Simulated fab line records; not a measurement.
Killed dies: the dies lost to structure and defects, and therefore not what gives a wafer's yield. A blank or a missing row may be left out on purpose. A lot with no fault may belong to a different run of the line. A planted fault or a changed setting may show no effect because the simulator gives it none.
Split-lot study -- flow n5 finfet -- on a route of 1938 steps: 7 lots, 21 wafers read

ON THE SPLIT
At N5_ZERO_LAYER_EXPOSE_08 (exposes mask ZERO, defocus 0 nm, target cd 2000 nm), the setting dose mj was moved away from the recipe's 16.2 on 2 of the 21 wafers read, by +2.5% to +6.5%. For the rest of the wafers, this setting stayed at what the recipe calls for.

FROM THE SPLIT TO THE READING: what the file shows between them, 2 steps
- N5_ZERO_LAYER_DEVELOP_10: develop time 60 s (also split here: develop time s)
- N5_ZERO_LAYER_HARDBAKE_23: time 120 s

THE READING
cd nm (nm) at N5_ZERO_LAYER_CD_MEAS_11, where the cd target is 2000 nm. A value of 2000.5 nm with a standard deviation of 1.5 nm is what fault-free wafers of this fab line usually give.

wafer,"tool, chamber at the split",dose mj as run,against the recipe,"cd nm, nm",against lot-mates on the recipe
L074.3,"krf scanner-02, 0",16.2,recipe,1999.7,-
L074.4,"krf scanner-02, 0",16.2,recipe,1999.3,-
L074.6,"krf scanner-02, 0",16.2,recipe,1999.8,-
L076.3,"krf scanner-02, 0",16.2,recipe,2003.1,-
L076.4,"krf scanner-02, 0",16.2,recipe,2000.5,-
L076.6,"krf scanner-02, 0",17.26,+6.5%,2010.0,+8.2
L081.2,"krf scanner-01, 0",16.2,recipe,2000.5,-
L081.3,"krf scanner-01, 0",16.2,recipe,1999.8,-
L081.4,"krf scanner-01, 0",16.2,recipe,1999.7,-
L084.3,"krf scanner-01, 0",16.2,recipe,2006.1,-
L084.4,"krf scanner-01, 0",16.61,+2.5%,2009.5,+4.2
L084.5,"krf scanner-01, 0",16.2,recipe,2004.4,-
L094.4,"krf scanner-01, 0",16.2,recipe,2002.5,-
L094.5,"krf scanner-01, 0",16.2,recipe,2001.4,-
L094.6,"krf scanner-01, 0",16.2,recipe,1999.9,-
L095.1,"krf scanner-01, 0",16.2,recipe,2001.2,-
L095.4,"krf scanner-01, 0",16.2,recipe,1999.6,-
L095.5,"krf scanner-01, 0",16.2,recipe,2000.3,-
L096.4,"krf scanner-01, 0",16.2,recipe,1999.9,-
L096.5,"krf scanner-01, 0",16.2,recipe,2002.0,-
L096.6,"krf scanner-01, 0",16.2,recipe,2003.7,-

THE FIT
A straight line over all 21 wafers: cd nm changes by +1.57 nm for each +1% of dose mj; r = +0.75; the points scatter about the line by 2.1 nm.
The same after taking each lot's own level away (the mean of its wafers on the recipe; 21 wafers): +1.3 nm for each +1%; r = +0.90; scatter 0.98 nm.
The reading moves by 8.5 nm for the largest change in dose mj, on that fit.
Across the lots, their own levels run from 1999.60 to 2005.25 nm, a range of 3.8 times the standard deviation given above.
So the lot-to-lot level blurs the effect unless lot-mates are compared.
Check: +11 nm against its lot-mates is what the line predicts for one of the wafers moved furthest among these (+6.5%) when that wafer is left out of the fit. It came out at +8.2 nm against them.

OTHER SPLITS ON THESE WAFERS
Other splits were also applied to these wafers ahead of the reading. Each is held against what the fit with the lots' levels taken away leaves over:
other split on the same wafers,wafers away from the commonest value,r with cd nm (lot level and that fit taken away)
N5_ZERO_LAYER_DEVELOP_10 develop time s,9,+0.41

FILE'S OWN FIT
cd nm changes by +1.31 nm for each +1% of dose mj, r = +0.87.
